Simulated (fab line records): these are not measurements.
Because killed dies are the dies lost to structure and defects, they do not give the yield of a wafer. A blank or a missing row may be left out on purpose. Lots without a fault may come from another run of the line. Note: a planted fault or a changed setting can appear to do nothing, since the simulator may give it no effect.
fab line records + flow n5_finfet
[record]
- lots = 10
- wafers = 30
- last_day = 20
route steps=1938 shown BEOL_M0@729 BEOL_M1@751 BEOL_M4@1111
lots untouched by any fault: they come from a run of this same line in which no faults occurred
start_h: start of the lot's first displayed wafer, in hours after the record's first day + wait_h: hours since the lot's step before + " same as the row above + L1.1+2: a row that stands for several wafers + - no value, or no start given + * or withheld: withheld + < > ~ a bound
route shown NAME@n: names a module that has steps shown in the file, with the first one's number in the route + usual: mean and standard deviation over wafers with no fault + same: alike in all rows + chamber/n: place in a boat + sites: the reading at each site + _std_site: the values' standard deviation + _edge_site: mean of outer sites minus mean of inner sites + radius_mm: how far each site lies from the wafer's centre + mask NAME#n: copy n + behind: the tool/chamber that last shaped the wafer + hold: what put the lot on hold/how long, in hours/how the hold closed + device: which transistor (n, p or np) failed to switch + end of line: at the end of the route, the tests of the same wafers + for a step that has no rows: nothing shown but its recipe + killed: at the first sort, the dies lost to defects and structure; wafer yield is something else + map: shows each die of a wafer: x if killed, . if not, _ if none is there
set.NAME: setting as actually run; set.NAME@STEP: the setting as run at that earlier step + model.NAME: the simulator's own value behind a step, which no gauge read
the route's steps for a sample of lots (tables are steps, rows are wafers)
services: the hour from which a tool's chamber was out of use, counted from the record's first day as start_h (under 0 if before that day), plus the number of hours and why
[[steps]]
[step N5_BEOL_M0_DEGAS_112]
[recipe]
- ambient = vacuum
- temp_c = 250
- time_s = 60
[usual]
- heater_power_w = 342/29
| lot.wafer | tool           | chamber | start_h | wait_h | heater_power_w |
|-----------|----------------|---------|---------|--------|----------------|
| L420.2    | pvd_sputter-01 | -       | 132.88  | 1.1    | 348            |
| L420.3    | "              | -       | "       | "      | 289            |
| L420.4    | "              | -       | "       | "      | 342            |
| L422.1    | pvd_sputter-02 | -       | 142.95  | 0.7    | 301            |
| L422.2    | "              | -       | "       | "      | 347            |
| L422.6    | "              | -       | "       | "      | 339            |
| L423.2    | pvd_sputter-01 | -       | 148.64  | 0.3    | 322            |
| L423.3    | "              | -       | "       | "      | 386            |
| L423.4    | "              | -       | "       | "      | 279            |
| L425.3    | pvd_sputter-02 | -       | 156.00  | 0.6    | 328            |
| L425.5    | "              | -       | "       | "      | 334            |
| L425.6    | "              | -       | "       | "      | 360            |
| L426.1    | pvd_sputter-03 | -       | 168.84  | 1.1    | 365            |
| L426.3    | "              | -       | "       | "      | 380            |
| L426.5    | "              | -       | "       | "      | 372            |
| L429.1    | pvd_sputter-01 | -       | 182.55  | 1.0    | 313            |
| L429.3    | "              | -       | "       | "      | 290            |
| L429.6    | "              | -       | "       | "      | 372            |
| L440.1    | pvd_sputter-02 | -       | 252.74  | 0.0    | 356            |
| L440.5    | "              | -       | "       | "      | 311            |
| L440.6    | "              | -       | "       | "      | 325            |
| L437.3    | pvd_sputter-01 | -       | 254.07  | 0.0    | 292            |
| L437.4    | "              | -       | "       | "      | 368            |
| L437.6    | "              | -       | "       | "      | 296            |
| L438.1    | pvd_sputter-01 | -       | 255.34  | 0.0    | 376            |
| L438.4    | "              | -       | "       | "      | 333            |
| L438.5    | "              | -       | "       | "      | 373            |
| L436.1    | pvd_sputter-02 | -       | 255.36  | 0.0    | 339            |
| L436.3    | "              | -       | "       | "      | 353            |
| L436.5    | "              | -       | "       | "      | 315            |
[step N5_BEOL_M0_ANNEAL_117]
[recipe]
- temp_c = 400
- time_s = 60
- ambient = vacuum
[usual]
- heater_power_w = 845/69
| lot.wafer | tool           | chamber | start_h | wait_h | heater_power_w |
|-----------|----------------|---------|---------|--------|----------------|
| L420.2    | pvd_sputter-02 | -       | 133.81  | 0.0    | 768            |
| L420.3    | "              | -       | "       | "      | 801            |
| L420.4    | "              | -       | "       | "      | 895            |
| L422.1    | pvd_sputter-01 | -       | 144.10  | 0.0    | 729            |
| L422.2    | "              | -       | "       | "      | 935            |
| L422.6    | "              | -       | "       | "      | 785            |
| L423.2    | pvd_sputter-01 | -       | 151.42  | 0.0    | 886            |
| L423.3    | "              | -       | "       | "      | 737            |
| L423.4    | "              | -       | "       | "      | 932            |
| L425.3    | pvd_sputter-01 | -       | 156.96  | 0.0    | 948            |
| L425.5    | "              | -       | "       | "      | 955            |
| L425.6    | "              | -       | "       | "      | 733            |
| L426.1    | pvd_sputter-02 | -       | 169.69  | 0.0    | 795            |
| L426.3    | "              | -       | "       | "      | 786            |
| L426.5    | "              | -       | "       | "      | 866            |
| L429.1    | pvd_sputter-03 | -       | 184.33  | 0.0    | 918            |
| L429.3    | "              | -       | "       | "      | 909            |
| L429.6    | "              | -       | "       | "      | 942            |
| L440.1    | pvd_sputter-02 | -       | 253.31  | 0.0    | 792            |
| L440.5    | "              | -       | "       | "      | 800            |
| L440.6    | "              | -       | "       | "      | 840            |
| L437.3    | pvd_sputter-02 | -       | 254.78  | 0.0    | 789            |
| L437.4    | "              | -       | "       | "      | 873            |
| L437.6    | "              | -       | "       | "      | 786            |
| L438.1    | pvd_sputter-02 | -       | 255.91  | 0.0    | 779            |
| L438.4    | "              | -       | "       | "      | 862            |
| L438.5    | "              | -       | "       | "      | 780            |
| L436.1    | pvd_sputter-01 | -       | 255.95  | 0.0    | 802            |
| L436.3    | "              | -       | "       | "      | 875            |
| L436.5    | "              | -       | "       | "      | 939            |
[step N5_BEOL_M1_ILD_DEP_00]
[recipe]
- material = SiOC
- target_thk_a = 790
- temp_c = 350
- precursor = DEMS/O2
- pressure_torr = 5
- rf_w = 500
- time_s = 15.3
[usual]
- heater_power_w = 476/51
- showerhead_plenum_p_Torr = 5.686/0.015
- susceptor_temp_C = 349.96/0.22
- throttle_valve_pct = 11.8/0.54
| lot.wafer | tool     | chamber | start_h | wait_h | heater_power_w | showerhead_plenum_p_Torr | susceptor_temp_C | throttle_valve_pct |
|-----------|----------|---------|---------|--------|----------------|--------------------------|------------------|--------------------|
| L420.2    | pecvd-02 | 1       | 135.61  | 0.0    | 522            | 5.677                    | 349.93           | 12.0               |
| L420.3    | "        | 0       | "       | "      | 401            | 5.681                    | 349.85           | 12.1               |
| L420.4    | "        | 0       | "       | "      | 406            | 5.701                    | 349.70           | 12.3               |
| L422.1    | pecvd-02 | 2       | 146.03  | 0.0    | 446            | 5.706                    | 349.88           | 11.2               |
| L422.2    | "        | 0       | "       | "      | 457            | 5.697                    | 349.76           | 12.1               |
| L422.6    | "        | 0       | "       | "      | 454            | 5.678                    | 350.01           | 12.1               |
| L423.2    | pecvd-03 | 1       | 152.87  | 0.0    | 465            | 5.670                    | 349.89           | 11.2               |
| L423.3    | "        | 0       | "       | "      | 513            | 5.694                    | 350.04           | 11.6               |
| L423.4    | "        | 2       | "       | "      | 413            | 5.678                    | 349.98           | 11.1               |
| L425.3    | pecvd-04 | 2       | 158.37  | 0.0    | 562            | 5.667                    | 349.49           | 11.5               |
| L425.5    | "        | 2       | "       | "      | 469            | 5.673                    | 349.81           | 11.4               |
| L425.6    | "        | 1       | "       | "      | 530            | 5.688                    | 350.03           | 13.1               |
| L426.1    | pecvd-02 | 1       | 171.48  | 0.0    | 488            | 5.677                    | 350.13           | 11.9               |
| L426.3    | "        | 0       | "       | "      | 457            | 5.700                    | 350.05           | 12.4               |
| L426.5    | "        | 0       | "       | "      | 471            | 5.691                    | 350.23           | 12.1               |
| L429.1    | pecvd-02 | 1       | 185.94  | 0.0    | 453            | 5.669                    | 349.75           | 11.7               |
| L429.3    | "        | 2       | "       | "      | 532            | 5.706                    | 350.00           | 11.4               |
| L429.6    | "        | 0       | "       | "      | 391            | 5.687                    | 346.70           | 11.8               |
| L440.1    | pecvd-03 | 2       | 254.73  | 0.0    | 469            | 5.675                    | 349.97           | 11.2               |
| L440.5    | "        | 0       | "       | "      | 533            | 5.709                    | 350.04           | 12.2               |
| L440.6    | "        | 2       | "       | "      | 473            | 5.666                    | 349.76           | 11.2               |
| L437.3    | pecvd-02 | 0       | 256.62  | 0.1    | 417            | 5.704                    | 349.81           | 12.4               |
| L437.4    | "        | 2       | "       | "      | 542            | 5.691                    | 349.83           | 11.5               |
| L437.6    | "        | 2       | "       | "      | 536            | 5.694                    | 349.77           | 11.2               |
| L438.1    | pecvd-02 | 0       | 257.31  | 0.0    | 463            | 5.710                    | 349.95           | 12.6               |
| L438.4    | "        | 0       | "       | "      | 469            | 5.701                    | 349.81           | 12.5               |
| L438.5    | "        | 2       | "       | "      | 544            | 5.679                    | 350.45           | 11.6               |
| L436.1    | pecvd-03 | 1       | 257.42  | 0.0    | 402            | 5.673                    | 349.95           | 11.0               |
| L436.3    | "        | 2       | "       | "      | 402            | 5.681                    | 349.86           | 11.2               |
| L436.5    | "        | 1       | "       | "      | 405            | 5.659                    | 349.73           | 11.0               |
[step N5_BEOL_M1_THK_MEAS_01]
[recipe]
- reads = SiOC_of_BEOL_M1_ILD_DEP_00
[usual]
- M1_ILD_THK = 79.6/0.91
| lot.wafer | tool          | chamber | start_h | wait_h | M1_ILD_THK[nm] |
|-----------|---------------|---------|---------|--------|----------------|
| L420.2    | film_metro-02 | -       | 135.68  | 0.1    | 77.5           |
| L420.3    | "             | -       | "       | "      | 78.9           |
| L420.4    | "             | -       | "       | "      | 80.2           |
| L422.1    | film_metro-02 | -       | 146.11  | 0.1    | 80.6           |
| L422.2    | "             | -       | "       | "      | 79.3           |
| L422.6    | "             | -       | "       | "      | 80.9           |
| L423.2    | film_metro-01 | -       | 152.94  | 0.1    | 79.9           |
| L423.3    | "             | -       | "       | "      | 80.1           |
| L423.4    | "             | -       | "       | "      | 79.7           |
| L425.3    | film_metro-01 | -       | 158.44  | 0.1    | 79.1           |
| L425.5    | "             | -       | "       | "      | 80.5           |
| L425.6    | "             | -       | "       | "      | 80.5           |
| L426.1    | film_metro-01 | -       | 171.55  | 0.0    | 77.8           |
| L426.3    | "             | -       | "       | "      | 80.3           |
| L426.5    | "             | -       | "       | "      | 80.8           |
| L429.1    | film_metro-01 | -       | 186.01  | 0.0    | 77.9           |
| L429.3    | "             | -       | "       | "      | 78.9           |
| L429.6    | "             | -       | "       | "      | 81.5           |
| L440.1    | film_metro-01 | -       | 254.79  | 0.0    | 78.9           |
| L440.5    | "             | -       | "       | "      | 80.5           |
| L440.6    | "             | -       | "       | "      | 79.5           |
| L437.3    | film_metro-02 | -       | 256.69  | 0.1    | 80.2           |
| L437.4    | "             | -       | "       | "      | 79.7           |
| L437.6    | "             | -       | "       | "      | 79.4           |
| L438.1    | film_metro-01 | -       | 257.39  | 0.1    | 78.7           |
| L438.4    | "             | -       | "       | "      | 80.2           |
| L438.5    | "             | -       | "       | "      | 79.3           |
| L436.1    | film_metro-02 | -       | 257.48  | 0.0    | 78.5           |
| L436.3    | "             | -       | "       | "      | 78.0           |
| L436.5    | "             | -       | "       | "      | 80.2           |
[step N5_BEOL_M4_RC_MEAS_101]
[usual]
- DIBL_N = 36.3/1.7
- DIBL_P = 36.5/2.1
- IOFF_N = 0.16/0.03
- IOFF_P = 0.22/0.035
- ION_N = 675/11
- ION_P = 465/7.1
- SS_N = 71.5/0.62
- SS_P = 73.3/0.64
- VT_N = 250/3.1
- VT_P = -249.1/3
| lot.wafer | tool      | chamber | start_h | wait_h | DIBL_N[mV/V] | DIBL_P[mV/V] | IOFF_N[nA/um] | IOFF_P[nA/um] | ION_N[uA/um] | ION_P[uA/um] | SS_N[mV/dec] | SS_P[mV/dec] | VT_N[mV] | VT_P[mV] |
|-----------|-----------|---------|---------|--------|--------------|--------------|---------------|---------------|--------------|--------------|--------------|--------------|----------|----------|
| L420.2    | prober-02 | 0       | 181.83  | 0.2    | 36.3         | 36.0         | 0.15          | 0.21          | 670          | 464          | 71.2         | 72.9         | 251      | -248.5   |
| L420.3    | "         | 0       | "       | "      | 39.2         | 38.8         | 0.22          | 0.24          | 679          | 462          | 71.9         | 73.5         | 245      | -249.6   |
| L420.4    | "         | 0       | "       | "      | 34.9         | 33.5         | 0.13          | 0.16          | 668          | 455          | 70.1         | 72.4         | 251      | -255.4   |
| L422.1    | prober-01 | 0       | 190.15  | 0.0    | 39.5         | 41.8         | 0.24          | 0.32          | 675          | 469          | 72.6         | 74.9         | 248      | -246.1   |
| L422.2    | "         | 0       | "       | "      | 37.1         | 38.5         | 0.20          | 0.26          | 680          | 472          | 72.6         | 73.7         | 246      | -246.7   |
| L422.6    | "         | 0       | "       | "      | 38.1         | 40.9         | 0.21          | 0.29          | 696          | 476          | 72.8         | 74.0         | 245      | -245.6   |
| L423.2    | prober-01 | 0       | 195.39  | 0.2    | 36.4         | 36.4         | 0.16          | 0.19          | 669          | 456          | 71.9         | 73.9         | 251      | -253.5   |
| L423.3    | "         | 0       | "       | "      | 33.1         | 32.5         | 0.11          | 0.16          | 671          | 460          | 71.3         | 72.4         | 254      | -256.4   |
| L423.4    | "         | 0       | "       | "      | 37.8         | 39.1         | 0.21          | 0.25          | 688          | 472          | 72.2         | 74.0         | 243      | -246.4   |
| L425.3    | prober-02 | 0       | 202.05  | 0.3    | 35.2         | 31.7         | 0.13          | 0.17          | 671          | 459          | 71.0         | 72.1         | 253      | -252.1   |
| L425.5    | "         | 0       | "       | "      | 37.0         | 34.8         | 0.16          | 0.20          | 685          | 467          | 71.5         | 72.7         | 249      | -252.0   |
| L425.6    | "         | 0       | "       | "      | 37.0         | 34.8         | 0.15          | 0.20          | 662          | 460          | 71.9         | 72.6         | 251      | -250.5   |
| L426.1    | prober-01 | 0       | 216.56  | 0.0    | 37.3         | 38.1         | 0.17          | 0.25          | 674          | 468          | 72.4         | 74.2         | 250      | -248.3   |
| L426.3    | "         | 0       | "       | "      | 36.9         | 36.6         | 0.17          | 0.22          | 680          | 464          | 72.2         | 72.9         | 250      | -248.9   |
| L426.5    | "         | 0       | "       | "      | 36.4         | 36.7         | 0.16          | 0.22          | 677          | 466          | 71.0         | 72.9         | 249      | -249.8   |
| L429.1    | prober-02 | 0       | 226.44  | 0.0    | 36.7         | 35.8         | 0.16          | 0.22          | 686          | 469          | 71.6         | 73.4         | 250      | -249.1   |
| L429.3    | "         | 0       | "       | "      | 33.5         | 32.1         | 0.10          | 0.16          | 656          | 457          | 70.9         | 72.8         | 256      | -253.1   |
| L429.6    | "         | 0       | "       | "      | 35.0         | 34.4         | 0.13          | 0.19          | 678          | 463          | 71.0         | 73.4         | 251      | -250.4   |
| L437.3    | prober-02 | 0       | 303.65  | 0.3    | 37.7         | 38.0         | 0.17          | 0.21          | 679          | 457          | 72.3         | 73.4         | 250      | -251.3   |
| L437.4    | "         | 0       | "       | "      | 37.1         | 36.4         | 0.16          | 0.19          | 667          | 447          | 72.0         | 72.9         | 253      | -255.7   |
| L437.6    | "         | 0       | "       | "      | 35.4         | 35.3         | 0.13          | 0.18          | 665          | 458          | 71.1         | 73.0         | 252      | -252.1   |
| L438.1    | prober-01 | 0       | 308.98  | 0.0    | 38.4         | 36.9         | 0.19          | 0.25          | 681          | 468          | 72.3         | 73.4         | 246      | -245.4   |
| L438.4    | "         | 0       | "       | "      | 36.6         | 34.3         | 0.15          | 0.21          | 674          | 468          | 71.7         | 73.4         | 248      | -246.7   |
| L438.5    | "         | 0       | "       | "      | 37.4         | 36.5         | 0.18          | 0.24          | 694          | 474          | 71.3         | 73.3         | 246      | -247.4   |
| L440.1    | prober-02 | 0       | 312.24  | 0.0    | 36.3         | 37.6         | 0.16          | 0.22          | 682          | 468          | 71.6         | 73.7         | 251      | -250.8   |
| L440.5    | "         | 0       | "       | "      | 38.9         | 40.8         | 0.22          | 0.28          | 684          | 473          | 72.1         | 74.7         | 246      | -246.8   |
| L440.6    | "         | 0       | "       | "      | 38.1         | 39.7         | 0.20          | 0.26          | 709          | 484          | 71.6         | 74.1         | 245      | -246.6   |
| L436.1    | prober-02 | 0       | 330.25  | 0.0    | 37.5         | 38.0         | 0.18          | 0.28          | 662          | 460          | 71.3         | 73.8         | 248      | -245.2   |
| L436.3    | "         | 0       | "       | "      | 37.8         | 36.8         | 0.17          | 0.24          | 678          | 466          | 72.0         | 73.4         | 251      | -246.1   |
| L436.5    | "         | 0       | "       | "      | 39.2         | 38.9         | 0.20          | 0.26          | 672          | 456          | 72.5         | 73.3         | 247      | -245.9   |
[[services]]
| tool     | chamber | start_h | hours | kind           |
|----------|---------|---------|-------|----------------|
| pecvd-02 | 0       | 130.10  | 2.1   | scheduled_down |
| pecvd-04 | 0       | 139.33  | 2.1   | scheduled_down |
| pecvd-02 | 1       | 144.56  | 2.1   | scheduled_down |
| pecvd-03 | 1       | 159.99  | 5.5   | scheduled_down |
| pecvd-03 | 0       | 216.13  | 2.1   | scheduled_down |
| pecvd-02 | 1       | 244.20  | 30.8  | repair         |
| pecvd-04 | 2       | 254.70  | 2.1   | scheduled_down |
[[key]]
[first_sign]
- step = N5_BEOL_M1_ILD_DEP_00
- reading = susceptor_temp_C
- direction = down
- sigmas = 15
- usual = *
- struck = *
effect none on later readings
met_at N5_BEOL_M1_ILD_DEP_00
struck_lots L429
struck_wafers L429.6
not_acting_at N5_BEOL_M0_DEGAS_112,N5_BEOL_M0_ANNEAL_117,N5_BEOL_M1_THK_MEAS_01
onset_between 171.48 185.94
[fault]
- kind = process_parameter_drift
- tool = pecvd-02
- chamber = 0
- onset_h = 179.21
- steps = N5_BEOL_M1_ILD_DEP_00
- channel = temp_c
- offset = *
- shape = step
- end_h = 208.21
- acts_in = *
- stated = *
